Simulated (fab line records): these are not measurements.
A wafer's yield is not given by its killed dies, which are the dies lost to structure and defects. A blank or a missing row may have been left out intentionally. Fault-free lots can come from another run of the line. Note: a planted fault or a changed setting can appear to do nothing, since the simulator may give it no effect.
The tool behind it: which one? ; flow n5_finfet ; 27 wafers from 9 lots sampled at 6 of the route's 1938 steps

## WHAT THE GAUGES SHOWED, per wafer
N5_BEOL_M0_SAQP_CD_MEAS_29: the cd target is 14.4 nm. Usual: cd_nm 15.03 nm, standard deviation 0.21.
lot;measured;on;cd_nm (nm);flag
L864;day 6 10:34;cd_sem-01;14.80 15.11 14.90;
L867;day 7 05:17;cd_sem-03;15.16 14.68 14.57;
L869;day 7 22:19;cd_sem-03;15.10 14.97 15.25;
L871;day 8 09:44;cd_sem-02;15.08 15.37 15.09;
L874;day 9 05:35;cd_sem-01;14.57 15.01 14.67;
L876;day 9 13:05;cd_sem-01;14.85 15.37 14.96;
L877;day 9 19:07;cd_sem-02;14.69 14.87 14.80;
L878;day 9 22:02;cd_sem-01;15.15 15.15 15.14;
L879;day 10 06:39;cd_sem-02;14.81 15.09 14.96;

N5_BEOL_M0_SAQP_OVL_MEAS_41. Usual: M0_CUT1_OVL typically reads -0.3 nm, with standard deviation 0.73.
lot;measured;on;M0_CUT1_OVL (nm);flag
L864;day 6 11:01;overlay-02;-1.4 -0.5 -0.5;
L867;day 7 05:37;overlay-01;-0.3 0.2 -0.9;
L869;day 7 22:40;overlay-01;-1.0 -0.2 -0.9;
L871;day 8 10:13;overlay-02;0.0 -0.5 -0.1;
L874;day 9 06:04;overlay-01;12.7 12.9 12.3;OFF
L876;day 9 13:34;overlay-02;11.9 12.8 12.3;OFF
L877;day 9 19:36;overlay-01;-2.1 -1.6 -0.5;
L878;day 9 22:22;overlay-01;-0.1 0.0 -1.0;
L879;day 10 06:59;overlay-02;-0.3 -0.4 0.1;

N5_BEOL_M4_RC_MEAS_101. Usual: DIBL_N 35.8 mV/V, standard deviation 1.7; DIBL_P 35.3 mV/V, standard deviation 2; IOFF_N 0.150 nA/um, standard deviation 0.026; IOFF_P 0.194 nA/um, standard deviation 0.029; ION_N 667 uA/um, standard deviation 11; ION_P 456 uA/um, standard deviation 7.1; SS_N 71.4 mV/dec, standard deviation 0.65; SS_P 73.1 mV/dec, standard deviation 0.64; VT_N 251 mV, standard deviation 3; VT_P -252 mV, standard deviation 3.2.
lot;measured;on;DIBL_N (mV/V);DIBL_P (mV/V);IOFF_N (nA/um);IOFF_P (nA/um);ION_N (uA/um);ION_P (uA/um);SS_N (mV/dec);SS_P (mV/dec);VT_N (mV);VT_P (mV);flag
L864;day 10 23:08;prober-02;36.3 35.5 35.1;39.2 38.0 37.0;0.181 0.148 0.158;0.208 0.189 0.186;679 659 675;459 453 458;71.7 72.0 71.8;73.6 73.9 72.7;248 249 252;-252 -253 -253;
L867;day 11 20:26;prober-02;34.8 35.6 34.6;34.4 35.2 33.4;0.118 0.126 0.110;0.165 0.167 0.152;659 649 638;450 448 445;70.4 71.1 70.9;72.9 72.2 72.4;254 254 257;-255 -256 -259;
L869;day 12 09:15;prober-01;36.8 36.0 36.3;35.8 34.6 36.0;0.160 0.148 0.154;0.220 0.216 0.232;670 672 666;466 463 463;71.6 71.1 71.7;73.3 73.3 73.3;251 250 250;-246 -245 -246;
L871;day 12 12:49;prober-02;33.9 35.7 36.5;32.9 34.6 34.1;0.124 0.149 0.156;0.169 0.199 0.182;660 673 665;451 465 450;71.0 70.5 70.8;72.6 72.7 72.6;254 252 251;-252 -251 -254;
L874;day 12 22:57;prober-01;35.4 36.5 36.5;34.1 35.8 34.9;0.146 0.153 0.155;0.177 0.193 0.184;670 656 661;454 447 453;71.3 72.2 71.7;72.7 72.5 73.5;251 251 251;-253 -252 -252;
L876;day 14 01:52;prober-02;36.2 37.0 35.2;37.5 36.5 35.8;0.165 0.162 0.137;0.234 0.206 0.201;667 678 659;458 464 459;71.4 71.6 71.2;74.2 73.9 73.3;244 249 250;-247 -249 -250;
L877;day 14 01:35;prober-01;34.5 34.4 36.1;34.0 32.9 35.3;0.121 0.116 0.143;0.179 0.167 0.204;650 656 668;454 451 455;71.1 70.8 71.9;73.7 72.8 72.8;254 255 253;-250 -255 -251;
L878;day 14 15:55;prober-01;38.3 34.6 37.8;35.3 32.8 36.3;0.174 0.125 0.165;0.187 0.152 0.194;662 664 672;449 457 459;72.7 70.5 71.2;73.4 71.7 72.6;247 250 249;-253 -254 -252;
L879;day 14 15:12;prober-02;36.4 35.6 38.0;34.8 34.5 37.2;0.156 0.137 0.190;0.168 0.160 0.194;648 665 679;436 450 455;72.4 71.5 72.3;73.4 73.4 74.3;254 251 248;-253 -254 -253;

## TOOL THAT RAN EACH LOT (tool first, then ch and the chambers of the sampled wafers, then the start)
lot;N5_BEOL_M0_SAQP_ETCH_102;N5_BEOL_M0_SAQP_EXPOSE_37;N5_BEOL_M0_SAQP_STRIP_75
L864;rie_si-03 ch 0,3, day 6 08:20;euv_scanner-01 ch 0, day 6 10:52;rie_diel-02 ch 0,2,3, day 6 12:01
L867;rie_si-06 ch 1,2,3, day 7 03:40;euv_scanner-01 ch 0, day 7 05:27;rie_diel-06 ch 0,1,2, day 7 06:40
L869;rie_si-02 ch 0,1,2, day 7 20:42;euv_scanner-01 ch 0, day 7 22:30;rie_diel-05 ch 0,3, day 7 23:44
L871;rie_si-02 ch 0,1, day 8 07:02;euv_scanner-01 ch 0, day 8 10:02;rie_diel-06 ch 0,1,3, day 8 12:11
L874;rie_si-02 ch 1,2, day 9 03:11;euv_scanner-01 ch 0, day 9 05:54;rie_diel-05 ch 1,2, day 9 07:25
L876;rie_si-03 ch 1,2,3, day 9 11:15;euv_scanner-01 ch 0, day 9 13:24;rie_diel-02 ch 2,3, day 9 14:54
L877;rie_si-03 ch 1,2,3, day 9 17:29;euv_scanner-02 ch 0, day 9 19:26;rie_diel-05 ch 0,1, day 9 20:44
L878;rie_si-02 ch 1,2,3, day 9 20:25;euv_scanner-02 ch 0, day 9 22:13;rie_diel-02 ch 2,3, day 9 23:37
L879;rie_si-02 ch 1,2,3, day 10 04:53;euv_scanner-02 ch 0, day 10 06:49;rie_diel-02 ch 2,3, day 10 08:09
- N5_BEOL_M0_SAQP_ETCH_102: etches SiO2 in CF4, target depth 4 nm, time 4.4 s.
- N5_BEOL_M0_SAQP_EXPOSE_37: exposes mask M0 CUT1, target cd 30 nm.
- N5_BEOL_M0_SAQP_STRIP_75: strips in CF4.

## WHAT THE TOOLS THEMSELVES READ (means of the sampled wafers that have a number; where no wafer has one, the mark that the record gives instead)
N5_BEOL_M0_SAQP_ETCH_102. Usual: drypump_motor_current_A 5.6 A, standard deviation 0.38; oes_product_au 1.005 a.u., standard deviation 0.014; throttle_valve_pct 21.75 %, standard deviation 0.21.
lot;tool;drypump_motor_current_A (A);oes_product_au (a.u.);throttle_valve_pct (%);flag
L864;rie_si-03;5.2;1.002;21.89;
L867;rie_si-06;5.9;0.991;21.74;
L869;rie_si-02;5.9;1.018;21.74;
L871;rie_si-02;5.6;1.009;21.70;
L874;rie_si-02;6.1;1.016;21.75;
L876;rie_si-03;5.3;1.008;21.55;
L877;rie_si-03;5.3;1.004;21.56;
L878;rie_si-02;5.7;1.012;21.87;
L879;rie_si-02;5.7;1.014;21.87;

N5_BEOL_M0_SAQP_EXPOSE_37. Usual: stage_msd_nm 0.842 nm, standard deviation 0.028.
lot;tool;stage_msd_nm (nm);flag
L864;euv_scanner-01;0.816;
L867;euv_scanner-01;0.814;
L869;euv_scanner-01;0.811;
L871;euv_scanner-01;0.809;
L874;euv_scanner-01;0.807;
L876;euv_scanner-01;0.808;
L877;euv_scanner-02;0.858;
L878;euv_scanner-02;0.858;
L879;euv_scanner-02;0.857;

N5_BEOL_M0_SAQP_STRIP_75. Usual: bias_power_w 75.02 W, standard deviation 0.23; drypump_motor_current_A 5.7 A, standard deviation 0.45; oes_product_au 0.181 a.u., standard deviation 0.019; rf_vpp_V 271.3 V, standard deviation 1.7; showerhead_plenum_p_Torr 1.80 Torr, standard deviation 0.062; throttle_valve_pct 13.64 %, standard deviation 0.23.
lot;tool;bias_power_w (W);drypump_motor_current_A (A);oes_product_au (a.u.);rf_vpp_V (V);showerhead_plenum_p_Torr (Torr);throttle_valve_pct (%);flag
L864;rie_diel-02;75.12;5.5;0.185;271.3;1.80;13.54;
L867;rie_diel-06;75.11;5.9;0.192;270.7;1.76;13.73;
L869;rie_diel-05;75.15;5.6;0.165;270.6;1.77;13.73;
L871;rie_diel-06;75.05;5.9;0.172;269.4;1.72;13.85;
L874;rie_diel-05;75.04;5.7;0.160;272.6;1.84;13.75;
L876;rie_diel-02;74.96;5.2;0.193;270.7;1.79;13.65;
L877;rie_diel-05;75.00;5.7;0.180;271.4;1.81;13.57;
L878;rie_diel-02;75.06;5.3;0.189;270.4;1.75;13.60;
L879;rie_diel-02;75.23;5.2;0.193;271.4;1.79;13.66;

## THE ANSWER, worked out from the rows above alone
Rule: take the mean of a lot's wafers that have a number; if it is more than 3 standard deviations from the usual mean, the lot is off. Also off: a lot with no number at a reading for which 4 or more lots have one. Where the step has rows for the other lots, those lots are counted as sound. Order of review: gauges by route order, followed by the tools' own readings, for which a lot's mean as printed above is used. At the first step where some lot is off, the reading lying furthest off is the one used; lots without a number count as furthest.
Off: L874, L876, at N5_BEOL_M0_SAQP_OVL_MEAS_41 (M0_CUT1_OVL).
If a tool, at a process step before that reading, ran all the lots that are off and no sound lot after the first of them, it fits. The gauges at N5_BEOL_M0_SAQP_OVL_MEAS_41 are tried like those tools. One candidate fits, namely euv_scanner-01 at N5_BEOL_M0_SAQP_EXPOSE_37. Its last sound lot is L871 (day 8 10:02), its first lot that is off L874 (day 9 05:54): a fault that began between those two fits.

## WHAT THE SIMULATOR HAD PUT IN
Scanner matching overlay: euv_scanner-01, from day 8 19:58 on, at N5_BEOL_M0_SAQP_EXPOSE_37. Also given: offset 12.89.
Shown lots that were struck: L874, L876. Same finding as the rule above.
